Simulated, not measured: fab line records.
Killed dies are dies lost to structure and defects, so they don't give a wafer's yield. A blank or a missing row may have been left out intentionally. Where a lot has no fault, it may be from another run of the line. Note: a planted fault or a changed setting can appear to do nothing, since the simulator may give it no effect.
fab line records	flow nand_harc
record lots=13	wafers=39	last_day=24
route steps=1159 shown P_CONTACT@234 P_M0@263 END@1159
lots untouched by any fault: they come from a run of this same line in which no faults occurred
start_h: start of the lot's first displayed wafer, in hours after the record's first day	wait_h: hours since the lot's step before	" the same as in the row above	L1.1+2: several wafers, shown together as one row	- no value present, or no start provided	* or withheld: withheld	< > ~ a bound
route shown NAME@n: a module of which the file shows steps, and the number in the route of the first	usual: average and standard deviation across the fault-free wafers	same: alike in all rows	chamber/n: place in a boat	sites: per-site readings	_std_site: the values' standard deviation	_edge_site: mean of outer sites minus mean of inner sites	radius_mm: for every site, how far away it sits from the centre of the wafer	mask NAME#n: copy n	behind: the most recent tool/chamber to have shaped the wafer	hold: reason for holding the lot/hours on hold/outcome of the hold	device: names the non-switching transistor (n, p or np)	end of line: the route-end tests of the same wafers	where a step has no rows: the recipe by itself	killed: dies that structure and defects cost at the first sort, which is not the same as the wafer's yield	map: a wafer's dies, x killed, . not, _ none there
set.NAME: the setting that was run; set.NAME@STEP: the one run at that earlier step	model.NAME: the simulator's own value behind a step, which no gauge read
steps of the route over a sample of lots; a table a step, a row a wafer
services: the hour from which a tool's chamber was out of use, counted from the record's first day as start_h (under 0 if before that day), plus the number of hours and why
## steps
# step NHARC_P_CONTACT_INSPECT_14
# usual raw_defect_count=3.7/2.2
lot.wafer	tool	chamber	start_h	wait_h	raw_defect_count
L776.2	defect_inspect-02	-	123.07	0.0	3
L776.3	"	-	"	"	8
L776.6	"	-	"	"	1
L777.2	defect_inspect-01	-	129.57	0.0	4
L777.3	"	-	"	"	5
L777.5	"	-	"	"	4
L778.2	defect_inspect-01	-	130.79	0.0	1
L778.3	"	-	"	"	3
L778.5	"	-	"	"	2
L782.2	defect_inspect-01	-	155.65	0.0	4
L782.3	"	-	"	"	4
L782.6	"	-	"	"	4
L783.1	defect_inspect-01	-	169.59	0.0	1
L783.2	"	-	"	"	2
L783.3	"	-	"	"	5
L785.2	defect_inspect-02	-	177.50	0.0	4
L785.3	"	-	"	"	4
L785.4	"	-	"	"	2
L790.2	defect_inspect-01	-	206.64	0.0	2
L790.5	"	-	"	"	7
L790.6	"	-	"	"	1
L789.1	defect_inspect-02	-	207.08	0.0	1
L789.2	"	-	"	"	4
L789.6	"	-	"	"	5
L792.2	defect_inspect-02	-	213.72	0.0	3
L792.3	"	-	"	"	2
L792.6	"	-	"	"	3
L794.3	defect_inspect-01	-	223.50	0.0	7
L794.4	"	-	"	"	5
L794.5	"	-	"	"	3
L793.2	defect_inspect-01	-	223.91	0.0	5
L793.3	"	-	"	"	2
L793.5	"	-	"	"	2
L796.3	defect_inspect-01	-	245.32	0.0	5
L796.5	"	-	"	"	5
L796.6	"	-	"	"	6
L797.2	defect_inspect-01	-	251.21	0.0	4
L797.5	"	-	"	"	6
L797.6	"	-	"	"	4
# step NHARC_P_CONTACT_DEGAS_38
# recipe temp_c=300	time_s=60
# usual heater_power_w=456/48	susceptor_temp_C=299.99/0.2
lot.wafer	tool	chamber	start_h	wait_h	heater_power_w	susceptor_temp_C
L776.3	pvd_sputter-01	-	124.85	-	495	299.88
L776.2	"	-	"	"	416	299.77
L776.6	"	-	"	"	443	300.15
L777.2	pvd_sputter-03	-	131.22	-	420	300.04
L777.3	"	-	"	"	425	299.80
L777.5	"	-	"	"	425	299.84
L778.2	pvd_sputter-03	-	132.45	-	451	299.94
L778.3	"	-	"	"	467	299.66
L778.5	"	-	"	"	436	299.74
L782.2	pvd_sputter-02	-	157.30	-	452	-
L782.3	"	-	"	"	590	-
L782.6	"	-	"	"	450	-
L783.1	pvd_sputter-01	-	171.35	-	443	299.76
L783.3	"	-	"	"	407	300.14
L783.2	"	-	"	"	506	299.54
L785.3	pvd_sputter-03	-	179.15	-	426	300.38
L785.2	"	-	"	"	464	299.76
L785.4	"	-	"	"	478	300.25
L790.2	pvd_sputter-02	-	208.73	-	443	299.94
L790.5	"	-	"	"	429	300.15
L790.6	"	-	"	"	452	299.87
L789.1	pvd_sputter-03	-	208.74	-	463	299.87
L789.2	"	-	"	"	411	300.06
L789.6	"	-	"	"	459	299.93
L792.3	pvd_sputter-03	-	215.41	-	462	299.80
L792.2	"	-	"	"	431	299.92
L792.6	"	-	"	"	460	299.96
L794.4	pvd_sputter-03	-	225.23	-	456	-
L794.3	"	-	"	"	418	-
L794.5	"	-	"	"	478	-
L793.3	pvd_sputter-02	-	225.60	-	427	-
L793.2	"	-	"	"	449	-
L793.5	"	-	"	"	426	-
L796.3	pvd_sputter-03	-	246.99	-	431	299.90
L796.5	"	-	"	"	457	300.24
L796.6	"	-	"	"	469	299.97
L797.2	pvd_sputter-02	-	253.10	-	424	300.18
L797.6	"	-	"	"	443	299.96
L797.5	"	-	"	"	424	300.12
# step NHARC_P_CONTACT_CVD_23
# recipe target_thk_a=2000	temp_c=300	pressure_torr=40	wf6_flow_sccm=40	h2_flow_sccm=1600	ar_flow_sccm=1560	time_s=557	material=W
# usual heater_power_w=488/55	susceptor_temp_C=300.01/0.18	throttle_valve_pct=7.7/0.37
lot.wafer	tool	chamber	start_h	wait_h	heater_power_w	since_wet_clean_h	susceptor_temp_C	throttle_valve_pct
L776.2	cvd_w-02	0	131.79	-	449	103	299.97	7.8
L776.3	"	0	"	"	458	-	299.84	8.0
L776.6	"	1	"	"	436	-	299.98	7.7
L776.2	cvd_w-02	0	136.66	4.8	456	-	300.27	7.9
L776.3	"	0	"	"	456	-	300.37	7.8
L776.6	"	1	"	"	445	-	300.30	7.6
L777.2	cvd_w-01	0	137.77	-	571	9	300.08	7.1
L777.3	"	0	"	"	570	-	300.48	7.4
L777.5	"	1	"	"	468	-	299.89	8.2
L778.2	cvd_w-02	1	141.03	-	434	112	299.94	7.6
L778.3	"	1	"	"	436	-	300.02	7.8
L778.5	"	1	"	"	444	-	299.69	7.7
L782.2	cvd_w-02	1	157.74	-	436	129	299.99	7.8
L782.3	"	0	"	"	458	-	299.98	8.2
L782.6	"	1	"	"	447	-	299.76	7.8
L782.2	cvd_w-02	1	159.28	1.5	437	-	299.79	7.7
L782.3	"	0	"	"	461	-	299.93	7.8
L782.6	"	1	"	"	437	-	299.70	7.5
L783.2	cvd_w-02	1	172.28	-	439	143	300.15	7.6
L783.1	"	0	"	"	458	143	300.06	7.9
L783.3	"	1	"	"	428	-	299.92	8.1
L783.2	cvd_w-02	1	177.09	4.7	447	-	299.81	7.7
L783.1	"	0	"	"	459	-	299.90	8.1
L783.3	"	1	"	"	438	-	300.35	7.8
L785.2	cvd_w-01	1	179.69	-	480	51	300.07	8.2
L785.3	"	0	"	"	574	-	300.15	7.3
L785.4	"	1	"	"	466	-	299.81	8.1
L790.2	cvd_w-02	0	211.94	-	465	1	299.97	8.1
L790.6	"	0	"	"	488	-	299.80	7.8
L790.5	"	1	"	"	440	-	299.97	7.6
L789.1	cvd_w-02	0	212.48	-	472	2	-	7.8
L789.2	"	1	"	"	439	2	-	7.4
L789.6	"	0	"	"	484	-	-	7.7
L792.2	cvd_w-02	1	219.53	-	431	9	-	7.0
L792.3	"	1	"	"	445	-	-	7.6
L792.6	"	0	"	"	470	-	-	7.6
L794.3	cvd_w-02	0	229.07	-	485	-	300.23	7.8
L794.4	"	1	"	"	434	-	300.01	7.4
L794.5	"	1	"	"	435	-	300.31	7.5
L793.2	cvd_w-02	0	229.87	-	479	19	-	7.6
L793.3	"	1	"	"	444	-	-	7.4
L793.5	"	1	"	"	430	-	-	7.4
L796.3	cvd_w-01	0	250.35	-	588	-	300.07	7.3
L796.5	"	0	"	"	565	-	300.30	7.2
L796.6	"	0	"	"	580	-	300.26	7.2
L797.2	cvd_w-01	0	261.82	-	582	-	299.91	7.6
L797.5	"	0	"	"	588	-	300.02	7.3
L797.6	"	0	"	"	588	-	299.86	7.2
# step NHARC_P_CONTACT_CMP_24
# recipe t_overpolish_s=30	target_thk_nm=200
# usual motor_current_A=11.8/1.2	overpolish_run_s=30.001/0.0086	time_to_endpoint_s=39.9/2.9
lot.wafer	tool	chamber	start_h	wait_h	motor_current_A	overpolish_run_s	time_to_endpoint_s
L776.2	cmp-04	3	137.40	0.7	12.5	29.995	82.0
L776.3	"	2	"	"	10.4	30.003	77.4
L776.6	"	0	"	"	11.5	30.010	81.4
L777.2	cmp-02	1	138.39	0.5	11.5	29.996	44.4
L777.3	"	2	"	"	13.0	30.012	40.5
L777.5	"	0	"	"	10.0	30.000	36.7
L778.2	cmp-02	2	141.64	0.5	13.9	29.994	42.0
L778.3	"	3	"	"	11.5	29.998	42.0
L778.5	"	0	"	"	9.9	30.002	38.8
L782.3	cmp-02	2	160.00	0.4	13.5	30.004	76.2
L782.2	"	3	"	"	11.2	29.997	78.3
L782.6	"	2	"	"	13.5	30.015	78.9
L783.1	cmp-02	3	178.00	0.7	10.9	30.026	76.1
L783.2	"	0	"	"	9.8	30.002	72.9
L783.3	"	1	"	"	11.1	30.001	84.3
L785.2	cmp-02	2	180.24	0.5	14.0	30.001	37.1
L785.3	"	3	"	"	10.7	29.996	37.8
L785.4	"	1	"	"	11.6	29.998	41.1
L790.2	cmp-04	3	212.64	0.6	12.1	29.995	39.7
L790.5	"	1	"	"	11.6	29.995	40.3
L790.6	"	2	"	"	10.2	30.004	39.3
L789.2	cmp-02	0	213.20	0.5	9.5	30.007	37.7
L789.1	"	1	"	"	11.2	29.993	45.6
L789.6	"	2	"	"	13.6	30.006	39.5
L792.3	cmp-04	3	220.21	0.4	12.3	30.011	40.5
L792.2	"	0	"	"	12.3	30.016	44.2
L792.6	"	1	"	"	11.6	30.019	41.4
L794.4	cmp-01	1	229.54	0.3	12.1	29.998	44.3
L794.3	"	0	"	"	10.8	29.983	41.5
L794.5	"	2	"	"	11.6	29.999	39.0
L793.3	cmp-01	0	230.54	0.3	10.8	29.996	39.2
L793.2	"	2	"	"	12.3	30.001	34.3
L793.5	"	3	"	"	14.0	29.999	38.5
L796.3	cmp-04	2	251.25	0.7	10.8	30.022	42.2
L796.6	"	3	"	"	12.2	30.004	40.8
L796.5	"	0	"	"	11.6	30.003	40.4
L797.2	cmp-02	2	262.94	0.9	14.0	30.024	43.3
L797.6	"	3	"	"	11.1	29.996	41.7
L797.5	"	0	"	"	9.6	29.997	41.2
# step NHARC_P_M0_CD_MEAS_09
# recipe target_cd_nm=90	landing_energy_ev=500
# usual cd_nm=90.1/0.62
lot.wafer	tool	chamber	start_h	wait_h	cd_nm
L776.2	cd_sem-03	0	138.61	-	89.1
L776.3	"	0	"	"	89.5
L776.6	"	0	"	"	90.0
L777.2	cd_sem-03	0	139.66	-	89.7
L777.3	"	0	"	"	89.3
L777.5	"	0	"	"	90.7
L778.2	cd_sem-03	0	142.78	-	90.3
L778.3	"	0	"	"	90.1
L778.5	"	0	"	"	89.8
L782.2	cd_sem-02	0	161.42	-	90.2
L782.3	"	0	"	"	89.9
L782.6	"	0	"	"	90.0
L783.1	cd_sem-02	0	179.44	-	90.4
L783.2	"	0	"	"	89.7
L783.3	"	0	"	"	90.7
L785.2	cd_sem-02	0	181.55	-	90.5
L785.3	"	0	"	"	89.9
L785.4	"	0	"	"	89.7
L790.2	cd_sem-02	0	213.91	-	90.5
L790.5	"	0	"	"	90.6
L790.6	"	0	"	"	91.2
L789.1	cd_sem-01	0	214.47	-	89.9
L789.2	"	0	"	"	89.8
L789.6	"	0	"	"	89.0
L792.2	cd_sem-01	0	221.48	-	90.4
L792.3	"	0	"	"	89.8
L792.6	"	0	"	"	89.3
L794.3	cd_sem-02	0	230.86	-	91.0
L794.4	"	0	"	"	90.9
L794.5	"	0	"	"	90.7
L793.2	cd_sem-03	0	231.72	-	90.6
L793.3	"	0	"	"	89.8
L793.5	"	0	"	"	90.2
L796.3	cd_sem-01	0	252.49	-	90.1
L796.5	"	0	"	"	90.7
L796.6	"	0	"	"	90.4
L797.2	cd_sem-02	0	264.17	-	89.9
L797.5	"	0	"	"	88.7
L797.6	"	0	"	"	89.7
# step NHARC_END_SORT_01
# recipe temp_c=25
# usual killed_at_array=21/8.9	killed_at_other=0.8/1.3	killed_at_periphery=3.6/2.4	killed_dies=26/8.9	killed_open=3.1/1.8	killed_short=1.9/1.3
# same gross_dies=677
lot.wafer	tool	chamber	start_h	wait_h	killed_at_array	killed_at_other	killed_at_periphery	killed_dies	killed_open	killed_short
L783.1	prober-01	0	516.34	2.5	31	5	1	37	2	2
L783.2	prober-01	0	517.15	2.8	29	0	2	31	3	0
L783.3	prober-01	0	517.96	3.1	32	3	3	38	4	3
# killed by level:class
L783.1 A_CHANNEL_HOLE_D1:chamber_film_flake=19 A_SLIT:chamber_film_flake=5 THIN_TSV:chamber_film_flake=5 A_CONTACT:chamber_film_flake=2 P_GATE:geometric_particle:open=1 A_ONON_D1:geometric_particle:open=1 A_CHANNEL_HOLE_D1:geometric_particle:short=1 A_CHANNEL_FILL_D1:geometric_particle:short=1
L783.2 A_CHANNEL_HOLE_D1:chamber_film_flake=12 A_SLIT:chamber_film_flake=11 P_M1:chamber_film_flake=2 A_WL_FILL:chamber_film_flake=2 A_WL_FILL:geometric_particle:open=1 A_CONTACT:geometric_particle:open=1 A_M0:geometric_particle:open=1 A_STAIRCASE:chamber_film_flake=1
L783.3 A_CHANNEL_HOLE_D1:chamber_film_flake=16 A_SLIT:chamber_film_flake=7 THIN_TSV:chamber_film_flake=3 P_M0:geometric_particle:open=1 A_ONON_D1:geometric_particle:open=1 A_CHANNEL_HOLE_D1:geometric_particle:short=1 A_WL_FILL:geometric_particle:short=1 A_WL_FILL:geometric_particle:open=1
## services
tool	chamber	start_h	hours	kind
pvd_sputter-03	-	102.00	10.0	pm
cmp-04	-	105.00	4.0	pm
cmp-01	-	111.17	0.4	repair
cvd_w-01	-	116.00	13.0	pm
cmp-02	-	128.50	4.0	pm
cmp-01	-	133.87	1.8	repair
cvd_w-01	0	152.78	1.5	repair
pvd_sputter-01	-	158.36	10.0	pm
cmp-02	-	167.06	1.8	repair
cmp-01	-	179.50	4.0	pm
cvd_w-02	-	197.76	13.0	pm
pvd_sputter-03	-	200.98	2.4	repair
cmp-04	-	203.00	4.0	pm
pvd_sputter-02	-	214.02	10.0	pm
cmp-04	-	214.40	0.7	repair
cvd_w-02	-	223.63	0.4	repair
cvd_w-01	1	224.09	59.8	repair
cmp-02	-	226.50	4.0	pm
cmp-04	-	228.49	3.0	repair
cmp-02	-	236.21	0.5	repair
pvd_sputter-01	-	242.87	4.6	repair
cmp-04	-	253.29	0.8	repair
cvd_w-02	-	260.15	0.5	repair
cmp-01	-	261.61	3.4	repair
## key
first_sign step=NHARC_P_CONTACT_CVD_23	reading=visit	direction=added
effect step=NHARC_P_CONTACT_CMP_24	reading=time_to_endpoint_s	direction=up	sigmas=13	usual=*	struck=*
met_at NHARC_P_CONTACT_CVD_23
struck_lots L776,L782,L783
tester_left_out L776,L782,L783
not_acting_at NHARC_P_CONTACT_INSPECT_14,NHARC_P_CONTACT_DEGAS_38,NHARC_P_M0_CD_MEAS_09
fault kind=repeated_step_whole	tool=cvd_w-01,cvd_w-02	chamber=-	onset_h=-	steps=NHARC_P_CONTACT_CVD_23	times=1	scope=struck_lots_only
# tester_left_out: of these lots the tester's yield and bins aren't shown, on N5 and GAA mostly nor the transistor test; their killed dies are dies lost to structure and defects alone, not to doping, threshold or leakage, so they don't give the yield
